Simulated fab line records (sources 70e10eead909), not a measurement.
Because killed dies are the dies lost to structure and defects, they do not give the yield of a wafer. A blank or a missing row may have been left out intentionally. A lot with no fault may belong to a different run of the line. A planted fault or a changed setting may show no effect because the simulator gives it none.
Which tool was responsible? | flow nand-harc | 14 lots with 42 wafers sampled at 5 steps, on a route of 1159 steps

## WHAT THE GAUGES SHOWED, per wafer
NHARC_P_CONTACT_INSPECT_27. Usual: raw-defect-count 296, standard deviation 110.
lot  | measured     | on                | raw-defect-count | flag
L959 | day 5 20:27  | defect-inspect-02 | 357 364 187      |
L963 | day 6 12:59  | defect-inspect-01 | 223 588 539      |
L962 | day 6 13:41  | defect-inspect-02 | 344 187 154      |
L964 | day 7 09:44  | defect-inspect-02 | 300 423 535      |
L965 | day 7 10:16  | defect-inspect-01 | 338 377 295      |
L966 | day 7 14:37  | defect-inspect-02 | 193 253 228      |
L968 | day 8 05:56  | defect-inspect-01 | 186 274 127      |
L967 | day 8 06:11  | defect-inspect-01 | 2430 2444 2486   | OFF
L969 | day 8 15:53  | defect-inspect-02 | 2339 2246 2506   | OFF
L971 | day 8 23:12  | defect-inspect-02 | 219 305 207      |
L975 | day 10 01:08 | defect-inspect-02 | 230 431 383      |
L979 | day 10 21:27 | defect-inspect-02 | 269 196 400      |
L980 | day 11 00:02 | defect-inspect-02 | 519 284 419      |
L981 | day 11 02:10 | defect-inspect-02 | 306 261 346      |

## WHAT TOOL EACH LOT RAN ON (gives the tool, then ch and the chambers of the sampled wafers, and finally the start)
lot  | NHARC_P_CONTACT_DESCUM_17          | NHARC_P_CONTACT_ETCH_36                       | NHARC_P_CONTACT_ETCH_18                       | NHARC_P_CONTACT_CMP_24
L959 | rie-diel-07 ch 2,3, day 5 14:05    | rie-diel-07 ch 0,2,3, day 5 20:02 or earlier  | rie-diel-07 ch 0,2,3, day 5 20:02 or earlier  | cmp-03 ch 1,3, day 5 20:02
L963 | rie-diel-07 ch 0,1, day 6 09:54    | rie-diel-07 ch 0,1,3, day 6 12:34 or earlier  | rie-diel-07 ch 0,1, day 6 12:34 or earlier    | cmp-04 ch 0,3, day 6 12:34
L962 | rie-diel-11 ch 0,1,2, day 6 10:26  | rie-diel-11 ch 1,2,3, day 6 13:17 or earlier  | rie-diel-11 ch 0,1,2, day 6 13:17 or earlier  | cmp-02 ch 0,2,3, day 6 13:17
L964 | rie-diel-07 ch 0,1, day 7 02:24    | rie-diel-07 ch 0,3, day 7 09:24 or earlier    | rie-diel-07 ch 0,2,3, day 7 09:24 or earlier  | cmp-03 ch 0,1,3, day 7 09:24
L965 | rie-diel-06 ch 2,3, day 7 03:15    | rie-diel-06 ch 1,2, day 7 09:52 or earlier    | rie-diel-06 ch 1,2,3, day 7 09:52 or earlier  | cmp-03 ch 0,1, day 7 09:52
L966 | rie-diel-11 ch 0,1,3, day 7 10:47  | rie-diel-11 ch 0,1, day 7 14:13 or earlier    | rie-diel-11 ch 0,1,2, day 7 14:13 or earlier  | cmp-02 ch 0,2,3, day 7 14:13
L968 | rie-diel-07 ch 0,2,3, day 8 02:50  | rie-diel-07 ch 1,3, day 8 05:34 or earlier    | rie-diel-07 ch 0,2,3, day 8 05:34 or earlier  | cmp-02 ch 1,2,3, day 8 05:34
L967 | rie-diel-11 ch 0,1,2, day 8 03:01  | rie-diel-11 ch 0,2,3, day 8 05:47 or earlier  | rie-diel-11 ch 2,3, day 8 05:47 or earlier    | cmp-03 ch 1,3, day 8 05:47
L969 | rie-diel-07 ch 0,2, day 8 07:59    | rie-diel-07 ch 0,1, day 8 15:29 or earlier    | rie-diel-07 ch 0,1,2, day 8 15:29 or earlier  | cmp-03 ch 0,2,3, day 8 15:29
L971 | rie-diel-07 ch 0,1,2, day 8 20:06  | rie-diel-07 ch 0,3, day 8 22:49 or earlier    | rie-diel-07 ch 1,2,3, day 8 22:49 or earlier  | cmp-03 ch 0,1,2, day 8 22:49
L975 | rie-diel-11 ch 1,2, day 9 21:38    | rie-diel-11 ch 0,1,2, day 10 00:46 or earlier | rie-diel-11 ch 0,2,3, day 10 00:46 or earlier | cmp-03 ch 1,2,3, day 10 00:46
L979 | rie-diel-11 ch 1,2, day 10 14:31   | rie-diel-11 ch 0,1, day 10 21:07 or earlier   | rie-diel-11 ch 0,1, day 10 21:07 or earlier   | cmp-04 ch 0,2,3, day 10 21:07
L980 | rie-diel-11 ch 0,2,3, day 10 20:56 | rie-diel-11 ch 0,3, day 10 23:38 or earlier   | rie-diel-11 ch 0,2,3, day 10 23:38 or earlier | cmp-03 ch 0,3, day 10 23:38
L981 | rie-diel-06 ch 1,2,3, day 10 22:59 | rie-diel-06 ch 0,1, day 11 01:45 or earlier   | rie-diel-06 ch 0,1,3, day 11 01:45 or earlier | cmp-03 ch 2,3, day 11 01:45
- NHARC_P_CONTACT_DESCUM_17: chemistry O2, time 3 s.
- NHARC_P_CONTACT_ETCH_36: etches the open film in N2/H2, target depth 260 nm, time 406.25 s.
- NHARC_P_CONTACT_ETCH_18: etches the open film in C4F8/O2/Ar, target depth 481 nm, time 240.5 s.
- NHARC_P_CONTACT_CMP_24: polishes, t overpolish 30 s, target thk 200 nm.

## AS READ BY THE TOOLS THEMSELVES (means over the sampled wafers that have a number; for cases with no such wafer, the mark the record gives instead)
NHARC_P_CONTACT_DESCUM_17. Usual: drypump-motor-current-A 5.6 A, standard deviation 0.39; o2-flow-sccm 199.9 sccm, standard deviation 0.63; oes-product-au 1.003 a.u., standard deviation 0.0077; rf-vpp-V 58.0 V, standard deviation 0.9; showerhead-plenum-p-Torr 1.97 Torr, standard deviation 0.097; throttle-valve-pct 11.311 %, standard deviation 0.0092.
lot  | tool        | drypump-motor-current-A (A) | o2-flow-sccm (sccm) | oes-product-au (a.u.) | rf-vpp-V (V) | showerhead-plenum-p-Torr (Torr) | throttle-valve-pct (%) | flag
L959 | rie-diel-07 | 5.4                         | 199.6               | 1.008                 | 58.1         | 1.97                            | 11.304                 |
L963 | rie-diel-07 | 5.5                         | 200.7               | 0.994                 | 57.1         | 1.84                            | 11.315                 |
L962 | rie-diel-11 | 5.3                         | 199.1               | 1.009                 | 58.4         | 2.05                            | 11.313                 |
L964 | rie-diel-07 | 5.8                         | 199.7               | 1.001                 | 58.0         | 1.83                            | 11.310                 |
L965 | rie-diel-06 | 5.7                         | 199.4               | 1.007                 | 58.1         | 2.04                            | 11.310                 |
L966 | rie-diel-11 | 5.6                         | 199.8               | 0.996                 | 58.3         | 2.05                            | 11.314                 |
L968 | rie-diel-07 | 5.6                         | 200.0               | 1.003                 | 57.8         | 1.91                            | 11.315                 |
L967 | rie-diel-11 | 5.2                         | 199.8               | 1.012                 | 58.2         | 2.05                            | 11.309                 |
L969 | rie-diel-07 | 5.7                         | 200.1               | 0.999                 | 57.7         | 1.93                            | 11.312                 |
L971 | rie-diel-07 | 5.6                         | 199.2               | 1.001                 | 58.3         | 1.88                            | 11.310                 |
L975 | rie-diel-11 | 5.3                         | 199.6               | 1.015                 | 58.1         | 2.04                            | 11.310                 |
L979 | rie-diel-11 | 5.4                         | 200.0               | 1.006                 | 58.0         | 2.04                            | 11.312                 |
L980 | rie-diel-11 | 5.2                         | 200.2               | 1.005                 | 57.9         | 2.06                            | 11.322                 |
L981 | rie-diel-06 | 5.9                         | 199.8               | 1.005                 | 57.4         | 1.96                            | 11.309                 |

NHARC_P_CONTACT_ETCH_36. Usual: drypump-motor-current-A 5.5 A, standard deviation 0.39; h2-flow-sccm 150.0 sccm, standard deviation 0.48; oes-product-au 1.002 a.u., standard deviation 0.0073; rf-vpp-V 432.2 V, standard deviation 2.9; showerhead-plenum-p-Torr 2.10 Torr, standard deviation 0.1; throttle-valve-pct 14.171 %, standard deviation 0.0091.
lot  | tool        | drypump-motor-current-A (A) | h2-flow-sccm (sccm) | oes-product-au (a.u.) | rf-vpp-V (V) | showerhead-plenum-p-Torr (Torr) | throttle-valve-pct (%) | flag
L959 | rie-diel-07 | 5.6                         | 149.8               | 0.999                 | 430.5        | 2.04                            | 14.165                 |
L963 | rie-diel-07 | 5.5                         | 150.3               | 1.000                 | 429.1        | 1.98                            | 14.176                 |
L962 | rie-diel-11 | 5.3                         | 150.0               | 1.009                 | 434.4        | 2.19                            | 14.162                 |
L964 | rie-diel-07 | 5.7                         | 150.0               | 1.004                 | 428.8        | 1.98                            | 14.170                 |
L965 | rie-diel-06 | 6.1                         | 149.8               | 0.995                 | 429.8        | 2.00                            | 14.171                 |
L966 | rie-diel-11 | 5.6                         | 149.8               | 1.007                 | 433.9        | 2.18                            | 14.169                 |
L968 | rie-diel-07 | 5.3                         | 150.1               | 1.001                 | 430.2        | 2.01                            | 14.167                 |
L967 | rie-diel-11 | 5.2                         | 149.9               | 1.001                 | 435.5        | 2.20                            | 14.176                 |
L969 | rie-diel-07 | 5.5                         | 150.5               | 0.998                 | 428.6        | 1.96                            | 14.178                 |
L971 | rie-diel-07 | 5.5                         | 149.6               | 1.007                 | 429.3        | 2.01                            | 14.168                 |
L975 | rie-diel-11 | 5.2                         | 150.1               | 1.010                 | 434.8        | 2.19                            | 14.179                 |
L979 | rie-diel-11 | 5.5                         | 150.0               | 1.005                 | 434.4        | 2.19                            | 14.161                 |
L980 | rie-diel-11 | 5.6                         | 149.7               | 1.005                 | 434.4        | 2.20                            | 14.172                 |
L981 | rie-diel-06 | 5.9                         | 149.9               | 1.000                 | 428.1        | 2.01                            | 14.169                 |

NHARC_P_CONTACT_ETCH_18. Usual: oes-product-au 0.961 a.u., standard deviation 0.018; rf-vpp-V 982 V, standard deviation 6.6.
lot  | tool        | oes-product-au (a.u.) | rf-vpp-V (V) | flag
L959 | rie-diel-07 | 0.972                 | 977          |
L963 | rie-diel-07 | 0.960                 | 973          |
L962 | rie-diel-11 | 0.958                 | 987          |
L964 | rie-diel-07 | 0.975                 | 979          |
L965 | rie-diel-06 | 0.918                 | 981          |
L966 | rie-diel-11 | 0.983                 | 987          |
L968 | rie-diel-07 | 0.967                 | 978          |
L967 | rie-diel-11 | 0.935                 | 988          |
L969 | rie-diel-07 | 0.962                 | 977          |
L971 | rie-diel-07 | 0.960                 | 979          |
L975 | rie-diel-11 | 0.974                 | 988          |
L979 | rie-diel-11 | 0.970                 | 985          |
L980 | rie-diel-11 | 0.974                 | 988          |
L981 | rie-diel-06 | 0.969                 | 979          |

NHARC_P_CONTACT_CMP_24. Usual: edge-zone-pressure-frac 0.999, standard deviation 0.005; motor-current-A 12.1 A, standard deviation 1.3; overpolish-run-s 30.000 s, standard deviation 0.0096; slurry-flow-ml-min 150.0, standard deviation 0.47; time-to-endpoint-s 40.1 s, standard deviation 2.6.
lot  | tool   | edge-zone-pressure-frac | motor-current-A (A) | overpolish-run-s (s) | slurry-flow-ml-min | time-to-endpoint-s (s) | flag
L959 | cmp-03 | 0.995                   | 11.2                | 29.996               | 149.8              | 41.5                   |
L963 | cmp-04 | 1.005                   | 14.4                | 30.001               | 149.7              | 39.3                   |
L962 | cmp-02 | 0.999                   | 12.2                | 29.999               | 149.5              | 42.1                   |
L964 | cmp-03 | 1.000                   | 12.5                | 29.993               | 149.9              | 42.5                   |
L965 | cmp-03 | 0.996                   | 12.4                | 29.998               | 150.3              | 45.0                   |
L966 | cmp-02 | 0.992                   | 11.8                | 30.002               | 150.2              | 40.6                   |
L968 | cmp-02 | 1.003                   | 11.5                | 30.000               | 150.1              | 36.5                   |
L967 | cmp-03 | -                       | -                   | -                    | -                  | -                      | OFF
L969 | cmp-03 | -                       | -                   | -                    | -                  | -                      | OFF
L971 | cmp-03 | 1.000                   | 12.6                | 30.008               | 150.1              | 36.9                   |
L975 | cmp-03 | 1.001                   | 11.4                | 30.001               | 150.4              | 38.4                   |
L979 | cmp-04 | 1.003                   | 13.3                | 29.989               | 150.0              | 42.0                   |
L980 | cmp-03 | 0.997                   | 13.0                | 29.998               | 150.1              | 39.0                   |
L981 | cmp-03 | 1.003                   | 11.1                | 30.001               | 149.9              | 43.1                   |

## THE ANSWER, worked out from the rows above alone
Rule: a lot counts as off when the mean over its wafers that have a number is more than 3 standard deviations away from the usual mean. Also off: a lot with no number at a reading for which 4 or more lots have one. The other lots that the step has rows for count as sound. First the gauges in route order, then the tools' own readings, where a lot's mean is used as printed above. At the first step where some lot is off, the reading lying furthest off is the one used; lots without a number count as furthest.
Off, at NHARC_P_CONTACT_INSPECT_27 on raw-defect-count: L967, L969.
If a tool, at a process step before that reading, ran all the lots that are off and no sound lot after the first of them, it fits. Not tried: the gauges at NHARC_P_CONTACT_INSPECT_27; whatever is off there is also off at NHARC_P_CONTACT_CMP_24, on other tools, and gauge error can't account for it. NHARC_P_CONTACT_ETCH_36 gives no start for some lots, so the hours and the order of its lots are those of NHARC_P_CONTACT_CMP_24. NHARC_P_CONTACT_ETCH_18 gives no start for some lots, so the hours and the order of its lots are those of NHARC_P_CONTACT_CMP_24. Of those tried, none fits.

## WHAT WAS PUT IN BY THE SIMULATOR
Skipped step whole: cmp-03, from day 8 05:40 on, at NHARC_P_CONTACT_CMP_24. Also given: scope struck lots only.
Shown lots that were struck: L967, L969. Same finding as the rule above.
